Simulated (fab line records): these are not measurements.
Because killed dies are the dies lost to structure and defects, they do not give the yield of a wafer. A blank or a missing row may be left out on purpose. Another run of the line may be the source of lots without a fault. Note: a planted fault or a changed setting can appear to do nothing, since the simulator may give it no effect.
Which tool was responsible? :: flow n5Finfet :: 12 lots, 36 wafers sampled, at 5 steps of a route of 1938

WHAT EACH GAUGE READ, for each wafer
N5_BEOL_M13_INSPECT_12: inspects for defects (macro). Usual: 2.1 for rawDefectCount, sd 1.6.
lot: L125
measured: day 10 08:29
on: defectInspect-02
rawDefectCount: 3 2 3
flag: 

lot: L126
measured: day 10 19:14
on: defectInspect-01
rawDefectCount: 2 4 3
flag: 

lot: L129
measured: day 11 08:41
on: defectInspect-01
rawDefectCount: 1 2 2
flag: 

lot: L128
measured: day 11 09:44
on: defectInspect-01
rawDefectCount: 0 0 1
flag: 

lot: L127
measured: day 11 10:35
on: defectInspect-02
rawDefectCount: 2 3 2
flag: 

lot: L130
measured: day 11 14:47
on: defectInspect-01
rawDefectCount: 1 1 2
flag: 

lot: L131
measured: day 11 22:43
on: defectInspect-02
rawDefectCount: 2 0 1
flag: 

lot: L133
measured: day 12 14:37
on: defectInspect-01
rawDefectCount: 2 1 2
flag: 

lot: L135
measured: day 12 19:43
on: defectInspect-02
rawDefectCount: 3 2 2
flag: 

lot: L142
measured: day 15 11:31
on: defectInspect-01
rawDefectCount: 0 1 5
flag: 

lot: L146
measured: day 15 21:15
on: defectInspect-01
rawDefectCount: 0 4 0
flag: 

lot: L148
measured: day 16 13:19
on: defectInspect-02
rawDefectCount: 0 2 5
flag: 

N5_BEOL_M13_INSPECT_30: inspects for defects (macro). Usual: 2.1 for rawDefectCount, sd 1.4.
lot: L125
measured: day 10 09:28
on: defectInspect-01
rawDefectCount: 0 1 2
flag: 

lot: L126
measured: day 10 20:19
on: defectInspect-01
rawDefectCount: 3 3 2
flag: 

lot: L129
measured: day 11 09:38
on: defectInspect-01
rawDefectCount: 0 0 2
flag: 

lot: L128
measured: day 11 10:41
on: defectInspect-01
rawDefectCount: 4 3 2
flag: 

lot: L127
measured: day 11 11:32
on: defectInspect-02
rawDefectCount: 1 1 1
flag: 

lot: L130
measured: day 11 15:44
on: defectInspect-01
rawDefectCount: 1 2 3
flag: 

lot: L131
measured: day 11 23:40
on: defectInspect-02
rawDefectCount: 3 1 0
flag: 

lot: L133
measured: day 12 15:34
on: defectInspect-01
rawDefectCount: 290 271 286
flag: OFF

lot: L135
measured: day 12 20:47
on: defectInspect-02
rawDefectCount: 286 >300 >300
flag: OFF

lot: L142
measured: day 15 12:28
on: defectInspect-01
rawDefectCount: 0 1 0
flag: 

lot: L146
measured: day 15 22:12
on: defectInspect-02
rawDefectCount: 0 3 1
flag: 

lot: L148
measured: day 16 14:16
on: defectInspect-01
rawDefectCount: 2 3 1
flag: 

N5_BEOL_M13_OCD_MEAS_35. Usual: 414 nm for trenchDepthNm, sd 5.2.
lot: L125
measured: day 10 10:05
on: ocd-02
trenchDepthNm (nm): 419 414 413
flag: 

lot: L126
measured: day 10 20:55
on: ocd-01
trenchDepthNm (nm): 416 410 408
flag: 

lot: L129
measured: day 11 10:15
on: ocd-02
trenchDepthNm (nm): 421 422 411
flag: 

lot: L128
measured: day 11 11:17
on: ocd-01
trenchDepthNm (nm): 412 412 413
flag: 

lot: L127
measured: day 11 12:08
on: ocd-02
trenchDepthNm (nm): 421 408 416
flag: 

lot: L130
measured: day 11 16:20
on: ocd-02
trenchDepthNm (nm): 423 410 422
flag: 

lot: L131
measured: day 12 00:16
on: ocd-01
trenchDepthNm (nm): 416 411 409
flag: 

lot: L133
measured: day 12 16:10
on: ocd-02
trenchDepthNm (nm): 418 409 411
flag: 

lot: L135
measured: day 12 21:24
on: ocd-02
trenchDepthNm (nm): 416 410 417
flag: 

lot: L142
measured: day 15 13:05
on: ocd-02
trenchDepthNm (nm): 418 410 415
flag: 

lot: L146
measured: day 15 22:57
on: ocd-01
trenchDepthNm (nm): 414 409 424
flag: 

lot: L148
measured: day 16 14:53
on: ocd-02
trenchDepthNm (nm): 421 410 416
flag: 

WHAT TOOL EACH LOT RAN ON (gives the tool, then ch and the chambers of the sampled wafers, and finally the start)
lot: L125
N5_BEOL_M13_STRIP_63: plasmaAsher-02 ch 0,1, day 10 08:51
N5_BEOL_M13_ETCH_68: rieDiel-04 ch 1,3, day 10 09:41

lot: L126
N5_BEOL_M13_STRIP_63: plasmaAsher-02 ch 0,1, day 10 19:35
N5_BEOL_M13_ETCH_68: rieDiel-04 ch 0,1,2, day 10 20:32

lot: L129
N5_BEOL_M13_STRIP_63: plasmaAsher-02 ch 0,1, day 11 09:03
N5_BEOL_M13_ETCH_68: rieDiel-05 ch 0,1,2, day 11 09:51

lot: L128
N5_BEOL_M13_STRIP_63: plasmaAsher-01 ch 0,1, day 11 10:05
N5_BEOL_M13_ETCH_68: rieDiel-03 ch 0,1,2, day 11 10:54

lot: L127
N5_BEOL_M13_STRIP_63: plasmaAsher-02 ch 0,1, day 11 10:56
N5_BEOL_M13_ETCH_68: rieDiel-04 ch 1,2,3, day 11 11:45

lot: L130
N5_BEOL_M13_STRIP_63: plasmaAsher-02 ch 0,1, day 11 15:08
N5_BEOL_M13_ETCH_68: rieDiel-04 ch 1,3, day 11 15:56

lot: L131
N5_BEOL_M13_STRIP_63: plasmaAsher-01 ch 1, day 11 23:04
N5_BEOL_M13_ETCH_68: rieDiel-03 ch 0,2, day 11 23:52

lot: L133
N5_BEOL_M13_STRIP_63: plasmaAsher-01 ch 0,1, day 12 14:58
N5_BEOL_M13_ETCH_68: rieDiel-03 ch 1,3, day 12 15:46

lot: L135
N5_BEOL_M13_STRIP_63: plasmaAsher-01 ch 0,1, day 12 20:05
N5_BEOL_M13_ETCH_68: rieDiel-04 ch 0,2,3, day 12 21:00

lot: L142
N5_BEOL_M13_STRIP_63: plasmaAsher-02 ch 0,1, day 15 11:53
N5_BEOL_M13_ETCH_68: rieDiel-05 ch 1,3, day 15 12:41

lot: L146
N5_BEOL_M13_STRIP_63: plasmaAsher-02 ch 0,1, day 15 21:37
N5_BEOL_M13_ETCH_68: rieDiel-04 ch 1,2,3, day 15 22:33

lot: L148
N5_BEOL_M13_STRIP_63: plasmaAsher-02 ch 0,1, day 16 13:41
N5_BEOL_M13_ETCH_68: rieDiel-05 ch 1,3, day 16 14:29
- N5_BEOL_M13_STRIP_63: strips in N2/H2.
- N5_BEOL_M13_ETCH_68: etches SOC in N2/H2, time 355 s.

AS READ BY THE TOOLS THEMSELVES (means over the sampled wafers that have a number; for cases with no such wafer, the mark the record gives instead)
N5_BEOL_M13_STRIP_63. Usual: drypumpMotorCurrentA 5.7 A, standard deviation 0.55; heaterPowerW 357 W, standard deviation 21; oesProductAu 0.674 a.u., standard deviation 0.005; stripTimeToEndpointS 27.6 s, standard deviation 0.94.
lot: L125
tool: plasmaAsher-02
drypumpMotorCurrentA (A): 5.9
heaterPowerW (W): 364
oesProductAu (a.u.): 0.672
stripTimeToEndpointS (s): 26.9
flag: 

lot: L126
tool: plasmaAsher-02
drypumpMotorCurrentA (A): 5.9
heaterPowerW (W): 362
oesProductAu (a.u.): 0.678
stripTimeToEndpointS (s): 27.6
flag: 

lot: L129
tool: plasmaAsher-02
drypumpMotorCurrentA (A): 5.9
heaterPowerW (W): 345
oesProductAu (a.u.): 0.672
stripTimeToEndpointS (s): 27.3
flag: 

lot: L128
tool: plasmaAsher-01
drypumpMotorCurrentA (A): 5.9
heaterPowerW (W): 359
oesProductAu (a.u.): 0.672
stripTimeToEndpointS (s): 28.8
flag: 

lot: L127
tool: plasmaAsher-02
drypumpMotorCurrentA (A): 5.8
heaterPowerW (W): 363
oesProductAu (a.u.): 0.671
stripTimeToEndpointS (s): 28.1
flag: 

lot: L130
tool: plasmaAsher-02
drypumpMotorCurrentA (A): 5.9
heaterPowerW (W): 359
oesProductAu (a.u.): 0.670
stripTimeToEndpointS (s): 27.7
flag: 

lot: L131
tool: plasmaAsher-01
drypumpMotorCurrentA (A): 6.4
heaterPowerW (W): 356
oesProductAu (a.u.): 0.679
stripTimeToEndpointS (s): 28.7
flag: 

lot: L133
tool: plasmaAsher-01
drypumpMotorCurrentA (A): 5.9
heaterPowerW (W): 356
oesProductAu (a.u.): 0.678
stripTimeToEndpointS (s): 27.6
flag: 

lot: L135
tool: plasmaAsher-01
drypumpMotorCurrentA (A): 5.5
heaterPowerW (W): 362
oesProductAu (a.u.): 0.669
stripTimeToEndpointS (s): 27.7
flag: 

lot: L142
tool: plasmaAsher-02
drypumpMotorCurrentA (A): 5.9
heaterPowerW (W): 340
oesProductAu (a.u.): 0.670
stripTimeToEndpointS (s): 27.4
flag: 

lot: L146
tool: plasmaAsher-02
drypumpMotorCurrentA (A): 5.8
heaterPowerW (W): 363
oesProductAu (a.u.): 0.673
stripTimeToEndpointS (s): 28.4
flag: 

lot: L148
tool: plasmaAsher-02
drypumpMotorCurrentA (A): 5.9
heaterPowerW (W): 339
oesProductAu (a.u.): 0.674
stripTimeToEndpointS (s): 27.4
flag: 

N5_BEOL_M13_ETCH_68. Usual: drypumpMotorCurrentA 5.87 A, standard deviation 0.25; oesProductAu 0.79 a.u., standard deviation 0.082; rfVppV 524 V, standard deviation 3.1; showerheadPlenumPTorr 2.54 Torr, standard deviation 0.1; throttleValvePct 17.80 %, standard deviation 0.27.
lot: L125
tool: rieDiel-04
drypumpMotorCurrentA (A): 6.14
oesProductAu (a.u.): 0.77
rfVppV (V): 522
showerheadPlenumPTorr (Torr): 2.52
throttleValvePct (%): 17.95
flag: 

lot: L126
tool: rieDiel-04
drypumpMotorCurrentA (A): 5.73
oesProductAu (a.u.): 0.81
rfVppV (V): 522
showerheadPlenumPTorr (Torr): 2.53
throttleValvePct (%): 17.63
flag: 

lot: L129
tool: rieDiel-05
drypumpMotorCurrentA (A): 5.78
oesProductAu (a.u.): 0.83
rfVppV (V): 525
showerheadPlenumPTorr (Torr): 2.56
throttleValvePct (%): 17.90
flag: 

lot: L128
tool: rieDiel-03
drypumpMotorCurrentA (A): 5.85
oesProductAu (a.u.): 0.73
rfVppV (V): 523
showerheadPlenumPTorr (Torr): 2.52
throttleValvePct (%): 18.04
flag: 

lot: L127
tool: rieDiel-04
drypumpMotorCurrentA (A): 5.95
oesProductAu (a.u.): 0.82
rfVppV (V): 525
showerheadPlenumPTorr (Torr): 2.57
throttleValvePct (%): 17.71
flag: 

lot: L130
tool: rieDiel-04
drypumpMotorCurrentA (A): 6.09
oesProductAu (a.u.): 0.80
rfVppV (V): 523
showerheadPlenumPTorr (Torr): 2.49
throttleValvePct (%): 17.80
flag: 

lot: L131
tool: rieDiel-03
drypumpMotorCurrentA (A): 5.91
oesProductAu (a.u.): 0.73
rfVppV (V): 525
showerheadPlenumPTorr (Torr): 2.59
throttleValvePct (%): 17.95
flag: 

lot: L133
tool: rieDiel-03
drypumpMotorCurrentA (A): 5.66
oesProductAu (a.u.): 0.79
rfVppV (V): 523
showerheadPlenumPTorr (Torr): 2.52
throttleValvePct (%): 17.90
flag: 

lot: L135
tool: rieDiel-04
drypumpMotorCurrentA (A): 5.79
oesProductAu (a.u.): 0.76
rfVppV (V): 523
showerheadPlenumPTorr (Torr): 2.54
throttleValvePct (%): 17.82
flag: 

lot: L142
tool: rieDiel-05
drypumpMotorCurrentA (A): 5.78
oesProductAu (a.u.): 0.84
rfVppV (V): 522
showerheadPlenumPTorr (Torr): 2.46
throttleValvePct (%): 17.67
flag: 

lot: L146
tool: rieDiel-04
drypumpMotorCurrentA (A): 5.96
oesProductAu (a.u.): 0.77
rfVppV (V): 524
showerheadPlenumPTorr (Torr): 2.56
throttleValvePct (%): 17.77
flag: 

lot: L148
tool: rieDiel-05
drypumpMotorCurrentA (A): 5.80
oesProductAu (a.u.): 0.83
rfVppV (V): 521
showerheadPlenumPTorr (Torr): 2.46
throttleValvePct (%): 17.67
flag: 

THE ANSWER, worked out from the rows above alone
Rule: lot off if the mean of its wafers having a number is beyond 3 standard deviations from the usual mean. A lot without any number at a reading at which 4 lots or more have one is off too. Where the step has rows for the other lots, those lots are counted as sound. First the gauges in route order, then the tools' own readings, where a lot's mean is used as printed above. The first step at which some lot is off is used, and at that step the reading that is off furthest; a lot without a number counts as furthest.
Off, at N5_BEOL_M13_INSPECT_30 on rawDefectCount: L133, L135.
A tool fits if, at a process step before that reading, it ran every lot that is off, and no sound lot after the first of them. Those tools and the gauges at N5_BEOL_M13_INSPECT_30 are tried in the same way. One fits: N5_BEOL_M13_STRIP_63 on plasmaAsher-01. Its last sound lot is L131 (day 11 23:04), its first lot that is off L133 (day 12 14:58): a fault that began between those two fits.

WHAT HAD BEEN PUT IN BY THE SIMULATOR
Chamber particle source: plasmaAsher-01, from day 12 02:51 on, at N5_BEOL_M13_STRIP_63. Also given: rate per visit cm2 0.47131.
Struck lots among those shown: L133, L135. The rule above found the same.
